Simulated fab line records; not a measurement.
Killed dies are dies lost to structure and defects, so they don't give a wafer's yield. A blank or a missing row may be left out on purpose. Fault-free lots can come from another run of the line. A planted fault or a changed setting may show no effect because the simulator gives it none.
fab line records -- flow n5_finfet
[record] lots = 6, wafers = 18, last_day = 17
route steps=1938 shown MIM_TOP_LITHO@1841 MIM_TOP_ETCH@1851 MIM_BOT_LITHO@1854 MIM_BOT_ETCH@1866
lots untouched by any fault: they come from a run of this same line in which no faults occurred
start_h: hours from the record's opening day to when the first of the lot's shown wafers began -- wait_h: how many hours have passed since the lot's step before this one -- " unchanged from the row above -- L1.1+2: one row covering several wafers at once -- - no value, or no start was given -- * or withheld: withheld -- < > ~ a bound
route shown NAME@n: NAME is a module with steps in the file, n the number in the route of the first one -- usual: mean and standard deviation over wafers with no fault -- same: alike in all rows -- chamber/n: place in a boat -- sites: each site's reading -- _std_site: how widely they spread, as a standard deviation -- _edge_site: outer sites' mean less inner sites' -- radius_mm: how far each site lies from the wafer's centre -- mask NAME#n: copy n -- behind: the most recent tool/chamber to have shaped the wafer -- hold: what put the lot on hold/how long, in hours/how the hold closed -- device: the n, p or np transistor that did not switch -- end of line: at the end of the route, the tests of the same wafers -- a step with no rows: only its recipe -- killed: dies lost to structure and defects at the first sort, not the wafer's yield -- map: the dies of a wafer, with x for killed, . for not killed, _ for no die there
set.NAME: the setting that was run; set.NAME@STEP: the one run at that earlier step -- model.NAME: the simulator's own value behind a step, which no gauge read
lots seen at some steps along the route; tables by step, rows by wafer
services: when a tool's chamber went out of use (start_h, in hours from the record's first day, below 0 if earlier), for how many hours, and the reason
[[steps]]
[step N5_MIM_TOP_LITHO_EBR_04]
[recipe] solvent = PGMEA, ebr_width_mm = 1.5
[step N5_MIM_TOP_LITHO_SOFTBAKE_03]
[recipe] temp_c = 100, time_s = 90
[step N5_MIM_TOP_LITHO_EXPOSE_05]
[recipe] mask_id = MIM_TOP, na = 0.55, source_shape = conventional, sigma_outer = 0.8, polarization = unpolarized, target_cd_nm = 2000, dose_mj = 20.5
[step N5_MIM_TOP_LITHO_PEB_06]
[recipe] peb_temp_c = withheld, peb_time_s = *
[step N5_MIM_TOP_LITHO_DEVELOP_07]
[recipe] develop_time_s = 60, rinse_liquid = diw, dry = air_spin, dev_temp_c = 21
[step N5_MIM_TOP_LITHO_HARDBAKE_09]
[recipe] temp_c = 130, time_s = 120
[step N5_MIM_TOP_LITHO_CD_MEAS_08]
[recipe] target_cd_nm = 2000, landing_energy_ev = 500, detector = se_inlens
[usual] cd_nm = 2000.3/2.2
lot.wafer,tool,chamber,start_h,wait_h,cd_nm
L230.3,cd_sem-01,0,284.76,-,1999.7
L230.5,cd_sem-01,0,284.76,-,1998.8
L230.6,cd_sem-01,0,284.76,-,2003.9
L238.1,cd_sem-03,0,329.41,-,1998.0
L238.3,cd_sem-03,0,329.41,-,1998.1
L238.4,cd_sem-03,0,329.41,-,2000.4
L241.2,cd_sem-03,0,359.77,-,2003.4
L241.3,cd_sem-03,0,359.77,-,2002.7
L241.4,cd_sem-03,0,359.77,-,2000.2
L248.1,cd_sem-03,0,392.12,-,2000.5
L248.3,cd_sem-03,0,392.12,-,1999.3
L248.6,cd_sem-03,0,392.12,-,2001.6
L246.2,cd_sem-03,0,393.02,-,2001.5
L246.5,cd_sem-03,0,393.02,-,2002.2
L246.6,cd_sem-03,0,393.02,-,1998.5
L249.2,cd_sem-03,0,407.04,-,1997.2
L249.3,cd_sem-03,0,407.04,-,1996.3
L249.6,cd_sem-03,0,407.04,-,1998.0
[step N5_MIM_TOP_LITHO_OVL_MEAS_11]
[recipe] points_per_wafer = 44
[usual] MIM_TOP_OVL = -8/5.4
lot.wafer,tool,chamber,start_h,wait_h,MIM_TOP_OVL[nm]
L230.3,overlay-02,0,284.79,0.0,-7
L230.5,overlay-02,0,284.79,0.0,-9
L230.6,overlay-02,0,284.79,0.0,-16
L238.1,overlay-01,0,329.44,0.0,-15
L238.3,overlay-01,0,329.44,0.0,-7
L238.4,overlay-01,0,329.44,0.0,-4
L241.2,overlay-02,0,359.80,0.0,-14
L241.3,overlay-02,0,359.80,0.0,-13
L241.4,overlay-02,0,359.80,0.0,-7
L248.1,overlay-01,0,392.16,0.0,-19
L248.3,overlay-01,0,392.16,0.0,-12
L248.6,overlay-01,0,392.16,0.0,-4
L246.2,overlay-02,0,393.05,0.0,0
L246.5,overlay-02,0,393.05,0.0,-3
L246.6,overlay-02,0,393.05,0.0,-3
L249.2,overlay-02,0,407.07,0.0,0
L249.3,overlay-02,0,407.07,0.0,8
L249.6,overlay-02,0,407.07,0.0,-1
[step N5_MIM_TOP_LITHO_INSPECT_12]
[recipe] mode = adi, inspect_instrument = macro
[usual] raw_defect_count = 2.0/1.4
lot.wafer,tool,chamber,start_h,wait_h,raw_defect_count
L230.3,defect_inspect-01,-,284.81,0.0,5
L230.5,defect_inspect-01,-,284.81,0.0,1
L230.6,defect_inspect-01,-,284.81,0.0,2
L238.1,defect_inspect-02,-,329.46,0.0,3
L238.3,defect_inspect-02,-,329.46,0.0,0
L238.4,defect_inspect-02,-,329.46,0.0,1
L241.2,defect_inspect-01,-,359.83,0.0,1
L241.3,defect_inspect-01,-,359.83,0.0,2
L241.4,defect_inspect-01,-,359.83,0.0,3
L248.1,defect_inspect-02,-,392.18,0.0,3
L248.3,defect_inspect-02,-,392.18,0.0,3
L248.6,defect_inspect-02,-,392.18,0.0,1
L246.2,defect_inspect-01,-,393.08,0.0,3
L246.5,defect_inspect-01,-,393.08,0.0,3
L246.6,defect_inspect-01,-,393.08,0.0,2
L249.2,defect_inspect-02,-,407.10,0.0,1
L249.3,defect_inspect-02,-,407.10,0.0,3
L249.6,defect_inspect-02,-,407.10,0.0,1
[step N5_MIM_TOP_LITHO_DESCUM_10]
[recipe] chemistry = O2, time_s = 7.9, source_power_w = 50, bias_power_w = 20, pressure_mtorr = 20, rf_frequency_hz = 2.712e+07, temp_c = 40, o2_flow_sccm = 225
[step N5_MIM_TOP_ETCH_ETCH_00]
[recipe] chemistry = Cl2/BCl3, target = TiN, target_depth_a = 385, ion_energy_ev = 150, pressure_mtorr = 10, icp_w = 1000, bias_w = 126, Cl2_flow_sccm = 53.25, bcl3_flow_sccm = 21.75, Ar_flow_sccm = 25
[usual] drypump_motor_current_A = 5.3/0.33, oes_ar_750_au = 0.80/0.09, oes_product_au = 0.81/0.092, throttle_valve_pct = 22.8/0.31
lot.wafer,tool,chamber,start_h,wait_h,drypump_motor_current_A,oes_ar_750_au,oes_product_au,rf_hours_counter_h,throttle_valve_pct
L230.3,rie_metal-03,0,285.06,0.1,5.4,0.71,0.72,-,23.0
L230.5,rie_metal-03,0,285.06,0.1,5.4,0.71,0.71,-,23.0
L230.6,rie_metal-03,1,285.06,0.1,4.9,0.89,0.90,-,23.1
L238.1,rie_metal-02,1,329.58,0.1,5.0,0.89,0.90,18,23.0
L238.3,rie_metal-02,1,329.58,0.1,5.0,0.89,0.90,-,23.0
L238.4,rie_metal-02,0,329.58,0.1,5.6,0.82,0.82,-,22.2
L241.2,rie_metal-03,0,359.95,0.1,5.4,0.70,0.70,74,23.0
L241.3,rie_metal-03,1,359.95,0.1,4.9,0.85,0.87,-,23.1
L241.4,rie_metal-03,0,359.95,0.1,5.4,0.70,0.70,-,23.1
L248.1,rie_metal-02,1,392.54,0.1,5.0,0.87,0.87,23,23.0
L248.3,rie_metal-02,0,392.54,0.1,5.6,0.81,0.79,-,22.2
L248.6,rie_metal-02,1,392.54,0.1,5.0,0.88,0.87,-,23.0
L246.2,rie_metal-03,0,393.21,0.1,5.4,0.69,0.69,77,23.1
L246.5,rie_metal-03,1,393.21,0.1,4.9,0.85,0.87,-,23.1
L246.6,rie_metal-03,0,393.21,0.1,5.4,0.69,0.69,-,23.1
L249.2,rie_metal-01,1,407.39,0.1,5.2,0.78,0.78,-,22.6
L249.3,rie_metal-01,1,407.39,0.1,5.2,0.78,0.78,-,22.6
L249.6,rie_metal-01,1,407.39,0.1,5.2,0.78,0.77,-,22.5
[step N5_MIM_TOP_ETCH_STRIP_01]
[recipe] chemistry = O2, power_w = 600, temp_c = 60, pressure_mtorr = 30, rf_frequency_hz = 6e+07, bias_power_w = 0, overash_fraction = 0.5, o2_flow_sccm = 225
[usual] drypump_motor_current_A = 5.8/0.53, oes_product_au = 0.78/0.075, rf_vpp_V = 3.7/1.5, showerhead_plenum_p_Torr = 2.11/0.064, throttle_valve_pct = 16.6/0.34
lot.wafer,tool,chamber,start_h,wait_h,drypump_motor_current_A,oes_product_au,rf_hours_counter_h,rf_vpp_V,showerhead_plenum_p_Torr,throttle_valve_pct
L230.3,rie_diel-02,0,285.16,0.1,5.1,0.69,232,2.9,2.06,17.1
L230.5,rie_diel-02,0,285.16,0.1,5.1,0.68,-,3.0,2.06,17.1
L230.6,rie_diel-02,3,285.16,0.1,6.6,0.88,-,5.4,2.21,16.5
L238.1,rie_diel-02,3,329.72,0.1,6.6,0.84,79,5.8,2.21,16.6
L238.3,rie_diel-02,2,329.72,0.1,6.6,0.83,73,2.0,2.11,16.1
L238.4,rie_diel-02,0,329.72,0.1,5.1,0.67,248,3.2,2.05,17.1
L241.2,rie_diel-02,0,360.17,0.2,5.1,0.96,4,2.5,2.05,16.6
L241.3,rie_diel-02,3,360.17,0.2,6.6,0.82,88,1.7,2.20,16.6
L241.4,rie_diel-02,2,360.17,0.2,6.6,0.82,83,4.3,2.10,16.1
L248.1,rie_diel-03,2,392.68,0.1,5.1,0.75,166,3.4,2.10,16.9
L248.3,rie_diel-03,0,392.68,0.1,5.9,0.71,225,4.2,2.07,16.8
L248.6,rie_diel-03,1,392.68,0.1,6.0,0.71,-,6.4,1.98,17.0
L246.2,rie_diel-03,3,393.35,0.1,5.6,0.77,98,7.4,2.21,16.5
L246.5,rie_diel-03,0,393.35,0.1,5.9,0.70,-,3.4,2.07,16.8
L246.6,rie_diel-03,1,393.35,0.1,6.0,0.70,-,3.2,1.98,17.0
L249.2,rie_diel-04,3,407.63,0.2,5.7,0.89,52,3.2,2.14,16.2
L249.3,rie_diel-04,0,407.63,0.2,5.6,0.68,241,3.0,2.06,17.1
L249.6,rie_diel-04,0,407.63,0.2,5.6,0.68,-,4.0,2.06,17.1
[step N5_MIM_TOP_ETCH_PECVD_03]
[recipe] material = SiNx, target_thk_a = 200, temp_c = 400, precursor = SiH4/NH3/N2, pressure_torr = 1.5, rf_w = 300, time_s = 17.6
[usual] chamber_pressure_Torr = 1.500/0.0031, heater_power_w = 832/120, showerhead_plenum_p_Torr = 5.13/0.072, throttle_valve_pct = 40.1/1.6
lot.wafer,tool,chamber,start_h,wait_h,chamber_pressure_Torr,heater_power_w,showerhead_plenum_p_Torr,throttle_valve_pct,model.SiNx_of_MIM_TOP_ETCH_PECVD_03.thk_nm
L230.3,pecvd-03,1,285.22,-,1.506,788,5.16,39.8,19.4
L230.5,pecvd-03,1,285.22,-,1.505,788,5.15,39.5,19.8
L230.6,pecvd-03,2,285.22,-,1.502,826,5.22,36.9,20.2
L238.1,pecvd-04,2,329.79,-,1.500,861,5.00,41.7,19.6
L238.3,pecvd-04,1,329.79,-,1.502,842,5.08,39.3,19.6
L238.4,pecvd-04,0,329.79,-,1.507,957,5.12,41.2,20
L241.2,pecvd-04,0,360.23,-,1.497,911,5.12,41.6,18.4
L241.3,pecvd-04,1,360.23,-,1.498,745,5.09,39.3,20
L241.4,pecvd-04,2,360.23,-,1.497,882,5.00,41.9,18.6
L248.1,pecvd-03,2,392.75,-,1.505,880,5.23,37.5,20
L248.3,pecvd-03,0,392.75,-,1.507,611,5.11,42.2,19.8
L248.6,pecvd-03,2,392.75,-,1.503,869,5.23,37.4,20.6
L246.2,pecvd-04,2,393.41,-,1.500,886,4.99,42.3,18.2
L246.5,pecvd-04,2,393.41,-,1.497,865,5.00,42.2,20.2
L246.6,pecvd-04,1,393.41,-,1.503,756,5.08,39.5,19.8
L249.2,pecvd-02,0,407.69,-,1.497,798,5.16,40.4,19.8
L249.3,pecvd-02,0,407.69,-,1.505,828,5.17,40.4,20.2
L249.6,pecvd-02,1,407.69,-,1.504,928,5.24,40.3,20.2
[step N5_MIM_BOT_LITHO_HMDS_01]
[recipe] time_s = 60, temp_c = 120
[step N5_MIM_BOT_LITHO_COAT_02]
[recipe] spin_rpm = *, resist_thk_nm = *
[step N5_MIM_BOT_LITHO_EBR_04]
[recipe] solvent = PGMEA, ebr_width_mm = 1.5
[step N5_MIM_BOT_LITHO_SOFTBAKE_03]
[recipe] temp_c = 100, time_s = 90
[step N5_MIM_BOT_LITHO_EXPOSE_05]
[recipe] mask_id = MIM_BOT, na = 0.55, source_shape = conventional, sigma_outer = 0.8, polarization = unpolarized, dose_mj = 24.25
[step N5_MIM_BOT_LITHO_PEB_06]
[recipe] peb_temp_c = withheld, peb_time_s = *
[step N5_MIM_BOT_LITHO_DEVELOP_07]
[recipe] develop_time_s = 60, rinse_liquid = diw, dry = air_spin, dev_temp_c = 21
[step N5_MIM_BOT_LITHO_HARDBAKE_09]
[recipe] temp_c = 130, time_s = 120
[step N5_MIM_BOT_LITHO_CD_MEAS_08]
[recipe] target_cd_nm = 3000, landing_energy_ev = 500, detector = se_inlens, polarity = opening
[usual] cd_nm = 3000.6/2.1
lot.wafer,tool,chamber,start_h,wait_h,cd_nm
L230.3,cd_sem-01,0,285.58,-,3004.4
L230.5,cd_sem-01,0,285.58,-,3001.8
L230.6,cd_sem-01,0,285.58,-,3000.1
L238.1,cd_sem-03,0,330.14,-,3001.5
L238.3,cd_sem-03,0,330.14,-,3000.0
L238.4,cd_sem-03,0,330.14,-,3002.9
L241.2,cd_sem-02,0,360.59,-,2998.9
L241.3,cd_sem-02,0,360.59,-,3000.5
L241.4,cd_sem-02,0,360.59,-,2999.2
L248.1,cd_sem-03,0,393.25,-,2995.0
L248.3,cd_sem-03,0,393.25,-,2999.6
L248.6,cd_sem-03,0,393.25,-,2995.6
L246.2,cd_sem-02,0,393.90,-,3001.8
L246.5,cd_sem-02,0,393.90,-,2999.8
L246.6,cd_sem-02,0,393.90,-,2998.2
L249.2,cd_sem-02,0,408.07,-,3002.5
L249.3,cd_sem-02,0,408.07,-,3002.9
L249.6,cd_sem-02,0,408.07,-,3000.3
[step N5_MIM_BOT_LITHO_OVL_MEAS_11]
[recipe] points_per_wafer = 44
[usual] MIM_BOT_OVL = -1/4.7
lot.wafer,tool,chamber,start_h,wait_h,MIM_BOT_OVL[nm]
L230.3,overlay-02,0,285.61,0.0,-2
L230.5,overlay-02,0,285.61,0.0,1
L230.6,overlay-02,0,285.61,0.0,1
L238.1,overlay-02,0,330.17,0.0,5
L238.3,overlay-02,0,330.17,0.0,3
L238.4,overlay-02,0,330.17,0.0,1
L241.2,overlay-02,0,360.62,0.0,7
L241.3,overlay-02,0,360.62,0.0,5
L241.4,overlay-02,0,360.62,0.0,2
L248.1,overlay-02,0,393.28,0.0,-10
L248.3,overlay-02,0,393.28,0.0,-6
L248.6,overlay-02,0,393.28,0.0,-7
L246.2,overlay-01,0,393.92,0.0,-2
L246.5,overlay-01,0,393.92,0.0,-1
L246.6,overlay-01,0,393.92,0.0,3
L249.2,overlay-02,0,408.10,0.0,-8
L249.3,overlay-02,0,408.10,0.0,-3
L249.6,overlay-02,0,408.10,0.0,-4
[step N5_MIM_BOT_LITHO_INSPECT_12]
[recipe] mode = adi, inspect_instrument = macro
[usual] raw_defect_count = 2.0/1.5
lot.wafer,tool,chamber,start_h,wait_h,raw_defect_count
L230.3,defect_inspect-01,-,285.63,0.0,1
L230.5,defect_inspect-01,-,285.63,0.0,5
L230.6,defect_inspect-01,-,285.63,0.0,3
L238.1,defect_inspect-02,-,330.20,0.0,4
L238.3,defect_inspect-02,-,330.20,0.0,4
L238.4,defect_inspect-02,-,330.20,0.0,4
L241.2,defect_inspect-01,-,360.64,0.0,2
L241.3,defect_inspect-01,-,360.64,0.0,2
L241.4,defect_inspect-01,-,360.64,0.0,5
L248.1,defect_inspect-01,-,393.30,0.0,3
L248.3,defect_inspect-01,-,393.30,0.0,4
L248.6,defect_inspect-01,-,393.30,0.0,4
L246.2,defect_inspect-02,-,393.95,0.0,2
L246.5,defect_inspect-02,-,393.95,0.0,3
L246.6,defect_inspect-02,-,393.95,0.0,0
L249.2,defect_inspect-02,-,408.13,0.0,3
L249.3,defect_inspect-02,-,408.13,0.0,3
L249.6,defect_inspect-02,-,408.13,0.0,3
[step N5_MIM_BOT_LITHO_DESCUM_10]
[recipe] chemistry = O2, time_s = 7.9, source_power_w = 50, bias_power_w = 20, pressure_mtorr = 20, rf_frequency_hz = 2.712e+07, temp_c = 40, o2_flow_sccm = 225
[step N5_MIM_BOT_ETCH_ETCH_04]
[recipe] chemistry = CF4/O2, target = SiNx, target_depth_a = 260, time_s = 13, ion_energy_ev = 100, pressure_mtorr = 40, source_w = 535, bias_w = 49, Ar_flow_sccm = 100, cf4_flow_sccm = 100, O2_flow_sccm = 10
[usual] drypump_motor_current_A = 5.7/0.46, oes_ar_750_au = 0.82/0.092, oes_product_au = 0.82/0.098, rf_vpp_V = 241/4.1, showerhead_plenum_p_Torr = 2.22/0.095, throttle_valve_pct = 15.95/0.25
lot.wafer,tool,chamber,start_h,wait_h,drypump_motor_current_A,oes_ar_750_au,oes_product_au,rf_hours_counter_h,rf_vpp_V,showerhead_plenum_p_Torr,throttle_valve_pct
L230.3,rie_diel-05,1,285.95,0.0,6.6,0.90,0.91,48,240,2.34,16.09
L230.5,rie_diel-05,1,285.95,0.0,6.6,0.89,0.90,-,240,2.34,16.09
L230.6,rie_diel-05,2,285.95,0.0,5.4,0.91,0.90,-,248,2.34,15.66
L238.1,rie_diel-01,0,330.30,0.0,5.4,0.75,0.73,141,238,2.20,15.86
L238.3,rie_diel-01,2,330.30,0.0,6.4,0.90,0.90,29,240,2.24,15.63
L238.4,rie_diel-01,2,330.30,0.0,6.4,0.91,0.91,-,242,2.24,15.61
L241.2,rie_diel-06,3,360.84,0.0,5.7,0.73,0.73,189,245,2.29,16.25
L241.3,rie_diel-06,0,360.84,0.0,6.0,0.71,0.70,211,236,2.26,16.10
L241.4,rie_diel-06,0,360.84,0.0,6.0,0.71,0.70,-,239,2.26,16.09
L248.1,rie_diel-01,3,393.40,0.0,5.3,0.88,0.88,36,240,2.16,15.67
L248.3,rie_diel-01,0,393.40,0.0,5.4,0.73,0.72,162,238,2.19,15.89
L248.6,rie_diel-01,2,393.40,0.0,6.3,0.87,0.87,-,241,2.23,15.64
L246.2,rie_diel-01,0,394.05,0.0,5.4,0.73,0.71,162,237,2.19,15.90
L246.5,rie_diel-01,1,394.05,0.0,6.1,0.89,0.91,-,235,2.17,15.98
L246.6,rie_diel-01,0,394.05,0.0,5.5,0.73,0.71,-,238,2.19,15.89
L249.2,rie_diel-05,3,408.26,0.0,5.1,0.91,0.91,29,233,2.17,15.73
L249.3,rie_diel-05,2,408.26,0.0,5.4,0.84,0.83,66,248,2.33,15.72
L249.6,rie_diel-05,2,408.26,0.0,5.4,0.84,0.82,-,249,2.33,15.72
[step N5_MIM_BOT_ETCH_ETCH_03]
[recipe] chemistry = Cl2/BCl3, target_depth_a = 120, pressure_mtorr = 8, icp_w = 800, bias_w = 100, Cl2_flow_sccm = 20, bcl3_flow_sccm = 80
[usual] drypump_motor_current_A = 5.3/0.33, oes_product_au = 0.82/0.096, throttle_valve_pct = 27.7/0.39
lot.wafer,tool,chamber,start_h,wait_h,drypump_motor_current_A,oes_product_au,rf_hours_counter_h,throttle_valve_pct
L230.3,rie_metal-02,1,286.07,0.1,5.0,0.93,-,27.8
L230.5,rie_metal-02,1,286.07,0.1,5.0,0.92,-,27.8
L230.6,rie_metal-02,0,286.07,0.1,5.6,0.83,-,27.0
L238.1,rie_metal-01,1,330.39,0.1,5.2,0.80,34,27.3
L238.3,rie_metal-01,1,330.39,0.1,5.1,0.79,-,27.3
L238.4,rie_metal-01,1,330.39,0.1,5.2,0.79,-,27.3
L241.2,rie_metal-02,1,360.93,0.1,5.0,0.89,20,27.8
L241.3,rie_metal-02,1,360.93,0.1,5.0,0.88,-,27.8
L241.4,rie_metal-02,0,360.93,0.1,5.6,0.80,-,27.0
L248.1,rie_metal-03,0,393.49,0.1,5.4,0.70,77,28.2
L248.3,rie_metal-03,0,393.49,0.1,5.4,0.69,-,28.2
L248.6,rie_metal-03,1,393.49,0.1,4.9,0.85,-,28.0
L246.2,rie_metal-03,1,394.14,0.1,4.9,0.86,20,28.0
L246.5,rie_metal-03,1,394.14,0.1,4.9,0.86,-,28.0
L246.6,rie_metal-03,0,394.14,0.1,5.4,0.70,-,28.3
L249.2,rie_metal-03,0,408.35,0.1,5.4,0.69,78,28.2
L249.3,rie_metal-03,0,408.35,0.1,5.4,0.70,-,28.2
L249.6,rie_metal-03,1,408.35,0.1,4.9,0.86,-,28.0
[step N5_MIM_BOT_ETCH_ETCH_00]
[recipe] chemistry = Cl2/BCl3, target = TiN, target_depth_a = 455, ion_energy_ev = 150, pressure_mtorr = 10, icp_w = 1000, bias_w = 126, Cl2_flow_sccm = 53.25, bcl3_flow_sccm = 21.75, Ar_flow_sccm = 25
[step N5_MIM_BOT_ETCH_STRIP_01]
[recipe] chemistry = O2, power_w = 600, temp_c = 60, pressure_mtorr = 30, rf_frequency_hz = 6e+07, bias_power_w = 0, overash_fraction = 0.5, o2_flow_sccm = 225
[usual] drypump_motor_current_A = 5.8/0.45, oes_product_au = 0.83/0.095, rf_vpp_V = 3.8/1.3, showerhead_plenum_p_Torr = 2.11/0.098, throttle_valve_pct = 16.58/0.26
lot.wafer,tool,chamber,start_h,wait_h,drypump_motor_current_A,oes_product_au,rf_hours_counter_h,rf_vpp_V,showerhead_plenum_p_Torr,throttle_valve_pct
L230.3,rie_diel-05,0,286.28,0.1,5.3,0.73,196,3.7,1.89,16.93
L230.5,rie_diel-05,1,286.28,0.1,6.6,0.90,-,3.8,2.24,16.80
L230.6,rie_diel-05,0,286.28,0.1,5.3,0.70,-,2.3,1.89,16.86
L238.1,rie_diel-01,3,330.83,0.2,5.3,0.93,17,6.6,2.05,16.34
L238.3,rie_diel-01,0,330.83,0.2,5.5,0.74,141,2.7,2.11,16.65
L238.4,rie_diel-01,3,330.83,0.2,5.3,0.89,-,6.2,2.05,16.25
L241.2,rie_diel-01,1,361.30,0.2,6.1,0.94,6,4.7,2.04,16.45
L241.3,rie_diel-01,2,361.30,0.2,6.4,0.87,39,1.7,2.12,16.32
L241.4,rie_diel-01,0,361.30,0.2,5.4,0.75,151,2.4,2.10,16.70
L248.1,rie_diel-06,0,393.88,0.3,6.0,0.68,221,3.1,2.18,16.91
L248.3,rie_diel-06,1,393.88,0.3,5.7,0.85,56,5.1,2.03,16.51
L248.6,rie_diel-06,2,393.88,0.3,5.6,0.92,-,3.7,2.24,16.40
L246.2,rie_diel-06,3,394.41,0.1,5.7,0.74,200,3.9,2.17,16.91
L246.5,rie_diel-06,1,394.41,0.1,5.8,0.83,-,5.0,2.03,16.52
L246.6,rie_diel-06,2,394.41,0.1,5.6,0.93,-,3.2,2.24,16.41
L249.2,rie_diel-06,2,408.58,0.1,5.6,0.91,28,2.3,2.24,16.40
L249.3,rie_diel-06,1,408.58,0.1,5.7,0.82,61,3.4,2.03,16.54
L249.6,rie_diel-06,2,408.58,0.1,5.6,0.91,-,4.0,2.24,16.47
[step N5_MIM_BOT_ETCH_STRIP_02]
[recipe] chemistry = post_etch_residue_remover, time_s = 1200, temp_c = 72.5
lot.wafer,tool,chamber,start_h,wait_h,model.SiNx_of_MIM_TOP_ETCH_PECVD_03.thk_nm
L230.3,wet_bench-01,1,286.35,-,19
L230.5,wet_bench-01,4,286.35,-,19.6
L230.6,wet_bench-01,5,286.35,-,19.8
L238.1+3,wet_bench-06,"6,4",330.90,-,19.2
L238.4,wet_bench-06,7,330.90,-,19.6
L241.2,wet_bench-06,6,361.36,-,18
L241.3,wet_bench-06,5,361.36,-,19.6
L241.4,wet_bench-06,1,361.36,-,18.4
L248.1,wet_bench-04,7,393.94,-,19.8
L248.3,wet_bench-04,0,393.94,-,19.4
L248.6,wet_bench-04,5,393.94,-,20.2
L246.2,wet_bench-04,7,394.48,-,17.8
L246.5,wet_bench-04,4,394.48,-,19.8
L246.6,wet_bench-04,6,394.48,-,19.4
L249.2,wet_bench-01,7,408.66,-,19.4
L249.3+6,wet_bench-01,"2,6",408.66,-,19.8
[step N5_MIM_BOT_ETCH_CLEAN_05]
[recipe] chemistry = IPA, time_s = 180, temp_c = 25
[[services]]
tool,chamber,start_h,hours,kind
rie_diel-04,1,264.02,3.2,repair
rie_diel-02,1,266.25,1.6,repair
pecvd-03,-,266.75,2.8,pm
rie_diel-04,-,301.12,28.1,pm
rie_diel-02,0,307.62,3.9,repair
rie_diel-06,3,309.61,11.3,repair
rie_diel-01,1,318.59,-,clean
rie_diel-01,1,318.59,-,consumable_replace:focus_ring
rie_diel-01,1,318.59,20.4,scheduled_down
wet_bench-06,-,320.69,6.1,repair
rie_diel-01,3,331.39,3.3,repair
pecvd-03,-,338.04,0.8,repair
rie_metal-01,1,343.94,10.0,repair
wet_bench-01,-,352.15,3.8,repair
rie_diel-03,3,356.86,1.3,repair
rie_diel-06,2,357.44,6.5,repair
rie_metal-02,-,360.43,0.4,repair
pecvd-02,-,367.90,1.0,repair
rie_diel-05,3,367.90,10.7,repair
rie_diel-02,-,385.55,2.8,pm
pecvd-03,-,398.54,14.6,pm
rie_metal-02,-,404.08,1.2,repair
rie_diel-03,1,405.82,16.8,repair
rie_metal-01,0,406.80,8.3,repair
[[key]]
first_sign none at tools or gauges
[model_effect] step = N5_MIM_TOP_ETCH_PECVD_03, value = SiNx_of_MIM_TOP_ETCH_PECVD_03.thk_nm, without = 19.87, struck = 18.4
[model_effect] step = N5_MIM_BOT_ETCH_STRIP_02, value = SiNx_of_MIM_TOP_ETCH_PECVD_03.thk_nm, without = 19.53, struck = 18.07
met_at N5_MIM_TOP_ETCH_PECVD_03
struck_wafers L241.2,L241.4,L246.2
onset_between 329.79 360.23
[fault] kind = process_parameter_drift, tool = pecvd-04, chamber = -, onset_h = 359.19, steps = N5_MIM_TOP_ETCH_PECVD_03, channel = time_s, offset = *, shape = step, end_h = 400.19, scope = struck_wafers_only, acts_in = *, stated = *
